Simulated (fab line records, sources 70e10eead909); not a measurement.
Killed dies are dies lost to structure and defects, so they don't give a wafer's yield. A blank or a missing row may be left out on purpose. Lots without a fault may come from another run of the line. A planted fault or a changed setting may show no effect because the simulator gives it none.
fab line records | flow nand_harc
record lots=24 wafers=72 last_day=32
route steps=1302 shown A_STAIRCASE@733
lots that met no fault: from a run of the same line without faults
start_h: hours from the record's first day to the start of the lot's first wafer shown | wait_h: hours since the lot's step before | " the same as in the row above | L1.1+2: a row that stands for several wafers | - no value, or no start given | * or withheld: withheld | < > ~ a bound
route shown NAME@n: a module of which the file shows steps, and the number in the route of the first | usual: mean/standard deviation of fault-free wafers | same: alike in all rows | chamber/n: place in a boat | sites: the reading at each site | _std_site: their standard deviation | _edge_site: outer sites' mean less inner sites' | radius_mm: how far each site lies from the wafer's centre | mask NAME#n: copy n | behind: the tool/chamber that last shaped the wafer | hold: why the lot was held/for how many hours/how that ended | device: the transistor (n, p or np) that didn't switch | end of line: the same wafers' tests at the end of the route | a step without rows: its recipe alone | killed: dies lost to structure and defects at the first sort, not the wafer's yield | map: a wafer's dies, x killed, . not, _ none there
set.NAME: the setting as run; set.NAME@STEP: as run at that earlier step | model.NAME: the simulator's own value behind a step, which no gauge read
steps of the route over a sample of lots; a table a step, a row a wafer
services: from which hour (start_h, from the record's first day; less than 0 if before it) a tool's chamber was out of use, for how many hours, and why
## steps
# step NHARC_A_STAIRCASE_DESCUM_219
# recipe time_s=3 o2_flow_sccm=200 ar_flow_sccm=0 bias_power_w=0 chemistry=O2
# usual drypump_motor_current_A=5.6/0.53 o2_flow_sccm=199.9/0.62 oes_product_au=1.002/0.016 rf_vpp_V=57.7/0.92 showerhead_plenum_p_Torr=1.92/0.098 throttle_valve_pct=11.313/0.0081
# columns lot.wafer tool chamber start_h wait_h drypump_motor_current_A o2_flow_sccm oes_product_au rf_hours_counter_h rf_vpp_V showerhead_plenum_p_Torr throttle_valve_pct
L075.2 rie_diel-06 1 358.84 - 6.0 200.3 1.022 10 57.0 1.78 11.332
L075.5 " 1 " " 6.0 200.0 1.027 - 58.4 1.78 11.313
L075.6 " 2 " " 5.6 199.6 1.003 - 58.2 1.89 11.319
L074.4 rie_diel-01 0 362.01 - 5.8 200.6 1.007 46 57.2 1.99 11.315
L074.3 " 1 " " 5.2 200.3 0.998 48 58.6 1.76 11.308
L074.2 " 2 " " 6.7 199.8 1.000 48 58.1 2.04 11.306
L076.2 rie_diel-11 1 377.27 - 4.9 199.9 0.972 35 59.2 1.77 11.312
L076.3 " 3 " " 5.5 199.0 1.007 36 57.8 1.88 11.311
L076.6 " 1 " " 4.9 200.5 0.967 - 57.0 1.77 11.312
L077.3 rie_diel-06 1 399.09 - 6.0 200.2 1.023 26 57.7 1.78 11.313
L077.2 " 2 " " 5.6 200.2 1.005 26 58.9 1.89 11.326
L077.4 " 3 " " 5.7 199.9 1.012 28 57.4 1.78 11.315
L078.3 rie_diel-11 3 400.58 - 5.5 200.5 1.001 45 58.7 1.88 11.312
L078.4 " 1 " " 4.9 199.4 0.955 43 57.1 1.77 11.307
L078.6 " 3 " " 5.5 200.2 1.005 - 58.7 1.88 11.321
L079.1 rie_diel-06 0 402.03 - 5.8 199.3 0.997 28 57.1 1.79 11.309
L079.3 " 1 " " 6.0 200.4 1.011 27 55.7 1.77 11.334
L079.6 " 0 " " 5.8 199.5 0.999 - 57.0 1.79 11.305
L080.3 rie_diel-11 1 421.26 - 4.9 200.4 0.970 51 56.4 1.77 11.311
L080.2 " 3 " " 5.5 200.1 1.001 52 57.5 1.87 11.314
L080.5 " 1 " " 4.9 199.7 0.975 - 56.4 1.77 11.304
L081.3 rie_diel-01 2 421.51 - 6.7 200.7 1.019 9 58.2 2.04 11.298
L081.1 " 0 " " 5.8 200.1 1.017 12 57.6 1.98 11.310
L081.5 " 1 " " 5.2 200.6 0.994 - 57.1 2.07 11.324
L082.4 rie_diel-01 1 439.56 - 5.2 200.6 1.001 15 57.2 2.07 11.307
L082.2 " 2 " " 6.7 200.0 1.015 12 59.0 2.03 11.304
L082.5 " 2 " " 6.7 200.2 1.012 - 58.2 2.03 11.319
L084.3 rie_diel-11 0 456.91 - 4.7 199.5 1.016 5 58.4 1.87 11.303
L084.4 " 1 " " 4.9 199.4 0.971 0 59.4 2.08 11.311
L084.1 " 2 " " 5.9 199.7 0.984 5 58.1 1.90 11.309
L083.1 rie_diel-01 3 458.48 - 5.7 200.5 1.016 25 57.8 1.89 11.301
L083.3 " 2 " " 6.7 199.8 1.016 22 59.1 2.03 11.321
L083.4 " 3 " " 5.7 199.3 0.995 - 57.3 1.89 11.311
L085.3 rie_diel-01 0 467.64 - 5.8 200.3 1.021 23 57.9 1.98 11.319
L085.6 " 0 " " 5.8 200.4 1.017 - 57.2 1.98 11.327
L085.5 " 1 " " 5.2 200.3 0.989 - 58.9 2.07 11.307
L086.4 rie_diel-06 3 482.02 - 5.8 200.5 1.008 61 57.5 1.77 11.307
L086.1 " 0 " " 5.7 200.3 0.993 53 56.8 1.79 11.298
L086.6 " 2 " " 5.6 199.0 1.026 - 57.1 1.88 11.319
L087.1 rie_diel-01 0 485.33 - 5.8 199.7 1.017 28 58.6 1.98 11.326
L087.4 " 1 " " 5.2 198.7 0.998 33 60.6 2.07 11.312
L087.6 " 2 " " 6.7 199.9 1.008 - 57.9 2.03 11.300
L088.1 rie_diel-01 3 501.45 - 5.7 200.6 0.993 40 58.3 1.88 11.319
L088.4 " 2 " " 6.7 199.5 1.022 36 57.3 2.03 11.305
L088.6 " 0 " " 5.8 199.9 1.026 - 58.0 1.98 11.332
L089.4 rie_diel-01 3 514.39 - 5.7 199.6 0.985 44 57.6 1.88 11.317
L089.6 " 3 " " 5.7 198.9 0.979 - 57.4 1.88 11.325
L089.5 " 0 " " 5.8 199.8 1.014 - 57.8 1.97 11.320
L090.3 rie_diel-01 0 524.58 - 5.8 199.4 1.020 45 59.3 1.97 11.319
L090.4 " 3 " " 5.7 200.5 0.991 49 56.9 1.88 11.311
L090.5 " 0 " " 5.9 200.5 1.026 - 57.6 1.97 11.311
L091.4 rie_diel-11 3 543.65 - 5.5 200.1 1.010 35 58.3 1.86 11.299
L091.3 " 1 " " 4.9 200.2 0.967 25 58.7 2.07 11.315
L091.5 " 2 " " 5.9 199.0 0.982 - 57.9 1.89 11.316
L092.3 rie_diel-01 0 543.92 - 5.8 198.8 0.999 50 58.9 1.97 11.310
L092.1 " 2 " " 6.7 199.3 1.009 50 59.2 2.02 11.328
L092.5 " 1 " " 5.3 199.5 0.985 - 58.4 2.06 11.314
L093.3 rie_diel-06 1 560.87 - 6.0 200.2 1.012 26 56.1 2.07 11.308
L093.2 " 2 " " 5.6 200.3 1.047 26 58.2 1.87 11.302
L093.6 " 0 " " 5.7 199.6 0.991 - 56.6 1.78 11.324
L095.2 rie_diel-11 2 567.81 - 5.9 200.3 0.987 39 58.3 1.89 11.322
L095.3 " 3 " " 5.5 198.8 1.009 44 58.7 1.86 11.315
L095.5 " 0 " " 4.7 199.7 1.005 - 57.7 1.86 11.314
L096.3 rie_diel-11 1 569.77 - 4.9 200.1 0.963 36 58.0 2.06 11.308
L096.6 " 3 " " 5.5 200.0 1.001 - 56.9 1.86 11.311
L096.5 " 0 " " 4.7 198.9 1.006 - 56.1 1.86 11.318
L094.4 rie_diel-01 0 572.07 - 5.8 200.0 0.996 1 58.7 1.97 11.311
L094.3 " 1 " " 5.2 200.1 0.990 1 58.4 2.05 11.309
L094.1 " 2 " " 6.7 199.6 1.025 1 59.8 2.02 11.312
L097.3 rie_diel-11 3 587.41 - 5.5 200.2 1.012 50 58.2 1.86 11.308
L097.4 " 1 " " 4.9 199.3 0.972 41 57.6 2.06 11.303
L097.1 " 2 " " 6.0 199.8 0.980 46 58.4 1.89 11.308
# step NHARC_A_STAIRCASE_ETCH_221
# recipe target_depth_a=1000 time_s=40.5 ion_energy_ev=400 c4f8_flow_sccm=20 o2_flow_sccm=10 ar_flow_sccm=withheld rf_w=600 bias_w=1000 chemistry=C4F8/O2
# usual oes_product_au=0.940/0.018 rf_vpp_V=897/6.2
# columns lot.wafer tool chamber start_h wait_h oes_product_au rf_hours_counter_h rf_vpp_V
L075.2 rie_diel-06 2 - - 0.957 10 893
L075.6 " 1 " " 0.958 - 888
L075.5 " 2 " " 0.962 - 894
L074.2 rie_diel-01 3 - - 0.927 45 895
L074.3 " 0 " " 0.930 46 900
L074.4 " 2 " " 0.923 48 904
L076.2 rie_diel-11 0 - - 0.952 33 893
L076.3 " 1 " " 0.915 35 888
L076.6 " 1 " " 0.897 - 887
L077.4 rie_diel-06 1 - - 0.943 26 887
L077.2 " 2 " " 0.929 26 894
L077.3 " 0 " " 0.926 28 890
L078.3 rie_diel-11 1 - - 0.931 43 887
L078.4 " 3 " " 0.945 45 892
L078.6 " 0 " " 0.958 - 893
L079.1 rie_diel-06 2 - - 0.957 27 892
L079.3 " 3 " " 0.947 28 888
L079.6 " 0 " " 0.949 - 888
L080.3 rie_diel-11 3 - - 0.934 52 893
L080.2 " 0 " " 0.942 50 894
L080.5 " 3 " " 0.925 - 894
L081.1 rie_diel-01 1 - - 0.924 12 906
L081.3 " 2 " " 0.944 9 902
L081.5 " 0 " " 0.945 - 901
L082.4 rie_diel-01 1 - - 0.914 15 907
L082.2 " 3 " " 0.936 14 894
L082.5 " 2 " " 0.940 - 903
L084.3 rie_diel-11 2 - - 0.938 5 895
L084.1 " 3 " " 0.969 5 894
L084.4 " 1 " " 0.917 0 906
L083.3 rie_diel-01 2 - - 0.955 22 902
L083.1 " 3 " " 0.931 25 894
L083.4 " 3 " " 0.938 - 894
L085.3 rie_diel-01 0 - - 0.937 23 900
L085.5 " 0 " " 0.941 - 899
L085.6 " 1 " " 0.915 - 906
L086.1 rie_diel-06 0 - - 0.964 53 889
L086.4 " 2 " " 0.957 59 895
L086.6 " 0 " " 0.963 - 888
L087.4 rie_diel-01 3 - - 0.927 34 893
L087.1 " 0 " " 0.962 28 900
L087.6 " 2 " " 0.943 - 904
L088.4 rie_diel-01 1 - - 0.949 41 905
L088.1 " 0 " " 0.967 34 900
L088.6 " 1 " " 0.941 - 905
L089.4 rie_diel-01 1 - - 0.948 47 905
L089.5 " 3 " " 0.929 - 895
L089.6 " 0 " " 0.977 - 902
L090.3 rie_diel-01 3 - - 0.917 49 894
L090.4 " 1 " " 0.923 51 905
L090.5 " 0 " " 0.938 - 898
L091.4 rie_diel-11 1 - - 0.899 25 907
L091.3 " 2 " " 0.921 31 894
L091.5 " 3 " " 0.931 - 893
L092.1 rie_diel-01 0 - - 0.932 50 900
L092.3 " 1 " " 0.917 56 905
L092.5 " 1 " " 0.925 - 905
L093.3 rie_diel-06 2 - - 0.966 26 893
L093.2 " 0 " " 0.917 25 888
L093.6 " 0 " " 0.912 - 888
L095.3 rie_diel-11 1 - - 0.907 35 905
L095.2 " 0 " " 0.949 44 893
L095.5 " 2 " " 0.910 - 896
L096.3 rie_diel-11 0 - - 0.948 45 893
L096.5 " 0 " " 0.936 - 894
L096.6 " 1 " " 0.917 - 905
L094.4 rie_diel-01 0 - - 0.942 1 899
L094.1 " 2 " " 0.975 1 904
L094.3 " 3 " " 0.939 1 894
L097.4 rie_diel-11 2 - - 0.944 46 895
L097.1 " 3 " " 0.965 50 892
L097.3 " 0 " " 0.964 50 893
# step NHARC_A_STAIRCASE_ETCH_227
# recipe target_depth_a=1000 time_s=40.5 ion_energy_ev=400 c4f8_flow_sccm=20 o2_flow_sccm=10 ar_flow_sccm=withheld rf_w=600 bias_w=1000 chemistry=C4F8/O2
# usual oes_product_au=0.943/0.016 rf_vpp_V=896/6.4
# columns lot.wafer tool chamber start_h wait_h oes_product_au rf_hours_counter_h rf_vpp_V
L075.2 rie_diel-06 1 - - 0.963 11 888
L075.5 " 0 " " 0.946 - 888
L075.6 " 1 " " 0.968 - 888
L074.2 rie_diel-01 1 - - 0.936 50 886
L074.3 " 2 " " 0.936 51 904
L074.4 " 3 " " 0.941 48 895
L076.2 rie_diel-11 0 - - 0.964 34 894
L076.3 " 3 " " 0.940 37 894
L076.6 " 1 " " 0.922 - 886
L077.2 rie_diel-06 2 - - 0.948 26 895
L077.4 " 0 " " 0.951 28 890
L077.3 " 1 " " 0.957 26 886
L079.3 rie_diel-06 1 - - 0.948 28 887
L079.1 " 2 " " 0.942 28 894
L079.6 " 3 " " 0.946 - 887
L078.4 rie_diel-11 0 - - 0.950 45 894
L078.3 " 1 " " 0.911 47 886
L078.6 " 3 " " 0.940 - 893
L080.3 rie_diel-11 3 - - 0.943 52 893
L080.2 " 0 " " 0.948 50 893
L080.5 " 2 " " 0.953 - 895
L081.1 rie_diel-01 0 - - 0.953 13 899
L081.3 " 2 " " 0.947 9 904
L081.5 " 0 " " 0.946 - 900
L082.2 rie_diel-01 2 - - 0.962 15 902
L082.5 " 2 " " 0.960 - 903
L082.4 " 1 " " 0.935 - 905
L084.4 rie_diel-11 3 - - 0.956 5 893
L084.3 " 0 " " 0.968 6 895
L084.1 " 2 " " 0.914 6 894
L083.1 rie_diel-01 2 - - 0.955 23 904
L083.3 " 1 " " 0.944 25 906
L083.4 " 1 " " 0.950 - 906
L085.3 rie_diel-01 0 - - 0.964 24 901
L085.6 " 0 " " 0.970 - 900
L085.5 " 1 " " 0.941 - 905
L086.1 rie_diel-06 1 - - 0.942 54 888
L086.4 " 2 " " 0.953 60 892
L086.6 " 0 " " 0.925 - 889
L087.1 rie_diel-01 1 - - 0.933 34 905
L087.4 " 2 " " 0.945 30 902
L087.6 " 1 " " 0.927 - 906
L088.4 rie_diel-01 1 - - 0.927 41 904
L088.1 " 2 " " 0.948 37 902
L088.6 " 1 " " 0.936 - 905
L089.4 rie_diel-01 2 - - 0.959 41 903
L089.5 " 2 " " 0.961 - 903
L089.6 " 3 " " 0.931 - 895
L090.4 rie_diel-01 0 - - 0.944 45 900
L090.3 " 1 " " 0.932 51 905
L090.5 " 0 " " 0.966 - 899
L091.4 rie_diel-11 0 - - 0.950 35 893
L091.3 " 3 " " 0.950 35 892
L091.5 " 1 " " 0.909 - 905
L092.1 rie_diel-01 1 - - 0.932 57 905
L092.3 " 0 " " 0.950 51 899
L092.5 " 2 " " 0.942 - 902
L093.2 rie_diel-06 0 - - 0.932 25 888
L093.3 " 2 " " 0.982 27 893
L093.6 " 1 " " 0.952 - 905
L095.3 rie_diel-11 3 - - 0.961 45 892
L095.2 " 0 " " 0.946 45 892
L095.5 " 3 " " 0.955 - 893
L096.3 rie_diel-11 0 - - 0.969 45 894
L096.5 " 2 " " 0.916 - 895
L096.6 " 3 " " 0.967 - 894
L094.3 rie_diel-01 0 - - 0.929 1 899
L094.4 " 2 " " 0.954 1 903
L094.1 " 3 " " 0.924 1 893
L097.4 rie_diel-11 2 - - 0.943 46 895
L097.3 " 0 " " 0.967 50 892
L097.1 " 1 " " 0.926 41 904
# step NHARC_A_STAIRCASE_ETCH_230
# recipe target_depth_a=1000 time_s=40.5 ion_energy_ev=400 c4f8_flow_sccm=20 o2_flow_sccm=10 ar_flow_sccm=withheld rf_w=600 bias_w=1000 chemistry=C4F8/O2
# usual oes_product_au=0.953/0.023 rf_vpp_V=896/6.3
# columns lot.wafer tool chamber start_h wait_h oes_product_au rf_hours_counter_h rf_vpp_V
L075.2 rie_diel-06 1 - - 0.966 11 890
L075.6 " 2 " " 0.937 - 896
L075.5 " 3 " " 0.953 - 887
L074.3 rie_diel-11 3 - - 0.927 35 894
L074.2 " 0 " " 0.933 31 892
L074.4 " 1 " " 0.894 33 887
L076.2 rie_diel-11 2 - - 0.948 34 894
L076.3 " 1 " " 0.929 36 886
L076.6 " 3 " " 0.940 - 895
L077.4 rie_diel-06 1 - - 0.963 27 887
L077.3 " 2 " " 0.957 27 893
L077.2 " 3 " " 0.945 28 887
L079.1 rie_diel-06 2 - - 0.935 28 895
L079.3 " 3 " " 0.936 29 889
L079.6 " 0 " " 0.940 - 887
L078.4 rie_diel-01 0 - - 0.964 8 901
L078.3 " 3 " " 0.975 6 895
L078.6 " 0 " " 0.964 - 902
L080.2 rie_diel-11 0 - - 0.959 50 894
L080.3 " 3 " " 0.953 53 894
L080.5 " 1 " " 0.918 - 887
L081.3 rie_diel-06 3 - - 0.977 35 887
L081.1 " 0 " " 0.961 35 887
L081.5 " 2 " " 0.982 - 894
L082.2 rie_diel-01 2 - - 0.959 15 903
L082.4 " 2 " " 0.960 - 903
L082.5 " 1 " " 0.931 - 905
L084.4 rie_diel-11 2 - - 0.909 6 895
L084.1 " 0 " " 0.964 6 893
L084.3 " 1 " " 0.915 1 906
L083.3 rie_diel-01 2 - - 0.950 23 904
L083.1 " 1 " " 0.932 25 905
L083.4 " 2 " " 0.955 - 904
L085.3 rie_diel-01 0 - - 0.963 24 900
L085.6 " 0 " " 0.968 - 901
L085.5 " 1 " " 0.923 - 906
L086.4 rie_diel-11 2 - - 0.945 15 895
L086.1 " 0 " " 0.973 16 894
L086.6 " 1 " " 0.945 - 905
L087.1 rie_diel-11 1 - - 0.959 11 904
L087.4 " 0 " " 1.002 17 894
L087.6 " 1 " " 0.963 - 906
L088.4 rie_diel-01 3 - - 0.926 41 894
L088.1 " 0 " " 0.955 34 900
L088.6 " 0 " " 0.960 - 899
L089.4 rie_diel-06 2 - - 1.007 7 894
L089.5 " 3 " " 0.984 - 906
L089.6 " 0 " " 0.935 - 887
L090.3 rie_diel-06 0 - - 0.950 8 889
L090.4 " 1 " " 0.987 10 906
L090.5 " 3 " " 0.970 - 906
L091.4 rie_diel-11 3 - - 0.938 35 892
L091.3 " 0 " " 0.959 35 894
L091.5 " 2 " " 0.928 - 895
L092.1 rie_diel-06 1 - - 0.985 20 903
L092.3 " 0 " " 0.948 17 888
L092.5 " 1 " " 0.988 - 905
L093.2 rie_diel-06 3 - - 0.978 17 906
L093.3 " 1 " " 0.952 28 906
L093.6 " 3 " " 0.972 - 906
L095.3 rie_diel-11 0 - - 0.947 45 893
L095.2 " 1 " " 0.920 36 905
L095.5 " 3 " " 0.948 - 893
L096.3 rie_diel-11 0 - - 0.955 45 891
L096.6 " 2 " " 0.912 - 895
L096.5 " 3 " " 0.955 - 893
L094.3 rie_diel-11 2 - - 0.944 42 895
L094.4 " 3 " " 0.993 46 893
L094.1 " 0 " " 0.988 46 892
L097.1 rie_diel-01 1 - - 0.952 5 904
L097.3 " 2 " " 0.998 5 903
L097.4 " 3 " " 0.989 7 894
# step NHARC_A_STAIRCASE_TRIM_235
# recipe time_s=211.2 o2_flow_sccm=500 ar_flow_sccm=0 bias_w=0 chemistry=O2
# usual drypump_motor_current_A=5.6/0.52 o2_flow_sccm=500.2/1.5 oes_product_au=1.002/0.019 rf_vpp_V=57.7/0.89 showerhead_plenum_p_Torr=3.53/0.18 throttle_valve_pct=17.036/0.0094
# columns lot.wafer tool chamber start_h wait_h drypump_motor_current_A o2_flow_sccm oes_product_au rf_hours_counter_h rf_vpp_V showerhead_plenum_p_Torr throttle_valve_pct
L075.2 rie_diel-06 3 - - 5.7 499.5 1.005 13 56.8 3.31 17.022
L075.5 " 2 " " 5.5 503.2 1.002 - 57.9 3.49 17.057
L075.6 " 3 " " 5.7 498.0 1.015 - 57.1 3.31 17.033
L074.2 rie_diel-11 0 - - 4.7 498.0 1.022 31 56.6 3.47 17.025
L074.3 " 1 " " 4.9 500.4 0.958 33 57.5 3.29 17.026
L074.4 " 2 " " 5.9 499.0 1.024 32 59.3 3.52 17.035
L076.2 rie_diel-11 1 - - 4.9 498.5 0.958 36 55.4 3.29 17.042
L076.3 " 0 " " 4.7 502.8 1.008 34 56.3 3.47 17.049
L076.6 " 2 " " 5.9 500.3 0.994 - 57.9 3.52 17.041
L077.3 rie_diel-06 1 - - 6.0 502.4 1.019 27 56.9 3.29 17.035
L077.4 " 2 " " 5.6 501.0 1.000 27 57.7 3.48 17.034
L077.2 " 3 " " 5.7 498.2 1.009 28 57.0 3.30 17.026
L079.1 rie_diel-06 0 - - 5.8 502.8 0.994 30 58.2 3.32 17.052
L079.3 " 1 " " 6.0 497.0 1.015 29 56.8 3.29 17.040
L079.6 " 2 " " 5.6 500.6 1.020 - 56.9 3.48 17.035
L078.4 rie_diel-01 3 - - 5.7 501.3 0.992 6 58.7 3.49 17.035
L078.3 " 0 " " 5.8 500.6 1.012 8 58.8 3.65 17.041
L078.6 " 1 " " 5.3 497.9 0.997 - 59.1 3.80 17.032
L080.3 rie_diel-11 3 - - 5.5 500.8 1.008 53 56.7 3.46 17.036
L080.2 " 0 " " 4.7 499.4 1.013 50 57.3 3.46 17.044
L080.5 " 2 " " 5.9 498.6 1.014 - 57.8 3.51 17.033
L081.3 rie_diel-06 1 - - 6.0 500.2 1.003 34 57.3 3.29 17.045
L081.1 " 2 " " 5.6 502.5 1.001 34 57.5 3.48 17.046
L081.5 " 3 " " 5.7 501.1 0.997 - 57.5 3.30 17.040
L082.2 rie_diel-01 1 - - 5.3 496.0 0.992 18 58.1 3.80 17.038
L082.4 " 2 " " 6.7 502.0 1.017 - 58.8 3.73 17.039
L082.5 " 3 " " 5.8 499.1 1.012 - 58.5 3.49 17.034
L084.1 rie_diel-11 1 - - 4.9 499.8 0.972 1 57.2 3.81 17.032
L084.4 " 2 " " 6.0 500.5 0.979 6 56.1 3.51 17.024
L084.3 " 0 " " 4.6 499.7 1.024 6 56.9 3.46 17.031
L083.3 rie_diel-01 2 - - 6.7 502.4 1.001 23 58.1 3.73 17.034
L083.1 " 3 " " 5.8 502.3 0.991 26 59.2 3.48 17.041
L083.4 " 0 " " 5.8 499.7 1.024 20 57.6 3.64 17.039
L085.3 rie_diel-01 0 - - 5.8 500.7 1.022 24 57.3 3.64 17.031
L085.6 " 1 " " 5.3 500.3 0.990 - 57.7 3.79 17.020
L085.5 " 3 " " 5.7 500.7 0.982 - 57.9 3.48 17.049
L086.1 rie_diel-11 1 - - 4.9 498.3 0.984 10 59.8 3.80 17.033
L086.4 " 2 " " 5.9 497.9 0.978 16 57.2 3.50 17.043
L086.6 " 0 " " 4.7 500.6 1.026 - 58.5 3.45 17.029
L087.4 rie_diel-11 1 - - 4.9 499.6 0.993 12 57.8 3.80 17.040
L087.1 " 3 " " 5.5 497.2 1.024 17 57.0 3.45 17.025
L087.6 " 2 " " 5.9 498.4 0.976 - 56.7 3.50 17.058
L088.1 rie_diel-01 0 - - 5.8 500.3 1.025 35 59.0 3.63 17.031
L088.4 " 1 " " 5.2 499.0 0.979 41 58.2 3.78 17.038
L088.6 " 3 " " 5.7 501.4 0.987 - 57.4 3.47 17.030
L089.4 rie_diel-06 0 - - 5.8 499.9 0.965 6 57.5 3.30 17.032
L089.5 " 1 " " 6.0 498.6 1.013 - 58.6 3.80 17.025
L089.6 " 2 " " 5.6 500.7 1.041 - 58.6 3.46 17.030
L090.3 rie_diel-06 0 - - 5.8 499.3 0.968 10 56.0 3.30 17.026
L090.4 " 1 " " 6.0 498.2 1.012 14 57.9 3.80 17.040
L090.5 " 3 " " 5.8 500.4 1.012 - 57.7 3.80 17.037
L091.4 rie_diel-11 0 - - 4.7 499.0 1.019 35 57.1 3.44 17.045
L091.3 " 1 " " 4.9 499.2 0.970 26 57.5 3.79 17.041
L091.5 " 3 " " 5.5 501.4 1.010 - 57.0 3.44 17.036
L092.1 rie_diel-06 2 - - 5.5 502.7 1.037 19 57.2 3.45 17.036
L092.3 " 0 " " 5.8 504.2 0.987 18 56.1 3.30 17.041
L092.5 " 1 " " 6.0 501.7 1.024 - 57.8 3.80 17.051
L093.2 rie_diel-06 0 - - 5.8 500.2 0.973 26 57.8 3.29 17.053
L093.3 " 1 " " 6.0 503.7 1.008 28 57.3 3.79 17.032
L093.6 " 3 " " 5.7 501.5 1.018 - 59.3 3.80 17.030
L095.3 rie_diel-11 1 - - 4.9 502.4 0.966 36 58.8 3.79 17.030
L095.2 " 2 " " 5.9 497.5 0.976 41 57.8 3.49 17.030
L095.5 " 3 " " 5.5 501.2 1.013 - 57.0 3.43 17.032
L096.3 rie_diel-11 0 - - 4.7 500.3 1.005 46 55.4 3.44 17.014
L096.6 " 3 " " 5.5 500.4 1.022 - 56.9 3.43 17.048
L096.5 " 0 " " 4.7 499.1 1.009 - 57.5 3.44 17.039
L094.1 rie_diel-11 2 - - 5.9 499.4 0.985 42 56.7 3.49 17.043
L094.3 " 0 " " 4.7 503.4 1.016 46 58.7 3.44 17.035
L094.4 " 1 " " 4.9 502.3 0.978 37 57.2 3.79 17.050
L097.3 rie_diel-01 1 - - 5.2 501.3 0.988 6 58.6 3.77 17.043
L097.4 " 3 " " 5.7 500.9 1.002 8 58.8 3.46 17.015
L097.1 " 0 " " 5.8 502.1 1.000 8 58.1 3.62 17.020
# step NHARC_A_STAIRCASE_STRIP_238
# recipe power_w=1500 temp_c=250 chemistry=O2
# usual drypump_motor_current_A=6.0/0.31 heater_power_w=325/34
# columns lot.wafer tool chamber start_h wait_h drypump_motor_current_A heater_power_w rf_hours_counter_h
L075.2 plasma_asher-01 0 361.05 0.1 6.3 337 2
L075.5 " 0 " " 6.2 343 -
L075.6 " 1 " " 6.2 274 -
L074.2 plasma_asher-02 1 366.43 0.1 5.9 340 21
L074.4 " 0 " " 5.5 364 -
L074.3 " 1 " " 5.9 348 -
L076.2 plasma_asher-01 1 380.41 0.3 6.2 282 7
L076.3 " 0 " " 6.2 331 -
L076.6 " 1 " " 6.2 272 -
L077.2 plasma_asher-01 0 401.31 0.1 6.2 349 10
L077.3 " 1 " " 6.2 283 -
L077.4 " 0 " " 6.3 336 -
L079.1 plasma_asher-01 0 405.06 0.1 6.3 341 10
L079.3 " 1 " " 6.3 272 -
L079.6 " 0 " " 6.3 346 -
L078.4 plasma_asher-02 1 405.71 0.2 5.9 337 -
L078.3 " 0 " " 5.4 358 -
L078.6 " 0 " " 5.4 357 -
L080.2 plasma_asher-01 1 423.48 0.1 6.2 274 15
L080.3 " 0 " " 6.2 341 -
L080.5 " 1 " " 6.2 279 -
L081.1 plasma_asher-01 0 424.03 0.1 6.2 343 15
L081.3 " 1 " " 6.2 280 -
L081.5 " 0 " " 6.2 341 -
L082.2 plasma_asher-01 0 445.40 0.1 6.2 339 20
L082.4 " 0 " " 6.3 339 -
L082.5 " 1 " " 6.2 278 -
L084.1 plasma_asher-02 1 459.09 0.1 5.9 348 6
L084.3 " 1 " " 5.9 352 -
L084.4 " 0 " " 5.4 365 -
L083.1 plasma_asher-02 1 461.24 0.1 5.9 349 7
L083.3 " 0 " " 5.4 371 -
L083.4 " 1 " " 5.9 346 -
L085.3 plasma_asher-01 1 470.22 0.2 6.2 272 -
L085.5 " 1 " " 6.2 275 -
L085.6 " 0 " " 6.2 339 -
L086.1 plasma_asher-02 0 484.34 0.1 5.4 368 11
L086.4 " 1 " " 5.9 351 -
L086.6 " 1 " " 5.9 349 -
L087.1 plasma_asher-01 0 488.04 0.1 6.3 344 29
L087.4 " 1 " " 6.2 280 -
L087.6 " 0 " " 6.2 333 -
L088.1 plasma_asher-02 1 503.68 0.1 5.9 353 15
L088.4 " 1 " " 5.9 367 -
L088.6 " 0 " " 5.4 360 -
L089.4 plasma_asher-01 0 516.78 0.2 6.3 331 -
L089.6 " 1 " " 6.2 278 -
L089.5 " 0 " " 6.2 345 -
L090.4 plasma_asher-02 1 529.84 0.2 5.9 359 -
L090.3 " 0 " " 5.4 366 -
L090.5 " 1 " " 5.9 350 -
L091.4 plasma_asher-01 0 545.94 0.2 6.2 327 -
L091.3 " 1 " " 6.2 272 -
L091.5 " 1 " " 6.2 276 -
L092.1 plasma_asher-01 1 546.21 0.1 6.2 279 6
L092.3 " 0 " " 6.2 329 -
L092.5 " 1 " " 6.2 274 -
L093.2 plasma_asher-01 1 563.65 0.1 6.2 275 11
L093.3 " 0 " " 6.2 324 -
L093.6 " 1 " " 6.2 268 -
L095.2 plasma_asher-02 1 570.73 0.1 5.9 341 26
L095.3 " 0 " " 5.4 375 -
L095.5 " 1 " " 5.9 353 -
L096.3 plasma_asher-01 1 572.20 0.2 6.3 279 -
L096.5 " 0 " " 6.2 322 -
L096.6 " 1 " " 6.2 270 -
L094.1 plasma_asher-01 0 574.23 0.1 6.2 332 14
L094.3 " 0 " " 6.2 319 -
L094.4 " 1 " " 6.2 280 -
L097.1 plasma_asher-02 0 589.63 0.1 5.4 365 30
L097.3 " 1 " " 5.9 354 -
L097.4 " 0 " " 5.4 366 -
## services
# columns tool chamber start_h hours kind
rie_diel-01 0 336.59 - clean
rie_diel-01 1 336.59 - clean
rie_diel-01 2 336.59 - clean
rie_diel-01 3 336.59 - clean
plasma_asher-01 - 342.53 9.0 pm
rie_diel-01 0 361.09 - clean
rie_diel-01 1 361.09 - clean
rie_diel-01 2 361.09 - clean
rie_diel-01 3 361.09 - clean
plasma_asher-02 - 377.76 3.8 repair
rie_diel-01 - 382.14 9.0 pm
rie_diel-01 0 382.14 9.0 vent_cycle
rie_diel-01 1 382.14 9.0 vent_cycle
rie_diel-01 2 382.14 9.0 vent_cycle
plasma_asher-02 - 398.39 0.3 repair
plasma_asher-02 - 424.38 2.3 repair
plasma_asher-02 - 426.76 9.0 pm
rie_diel-11 - 434.35 9.0 pm
rie_diel-01 0 441.28 19.2 repair
rie_diel-01 2 464.25 5.7 repair
rie_diel-06 0 471.24 7.3 repair
rie_diel-06 - 484.20 9.0 pm
plasma_asher-01 - 519.53 9.0 pm
rie_diel-01 - 559.14 9.0 pm
## key
fault none
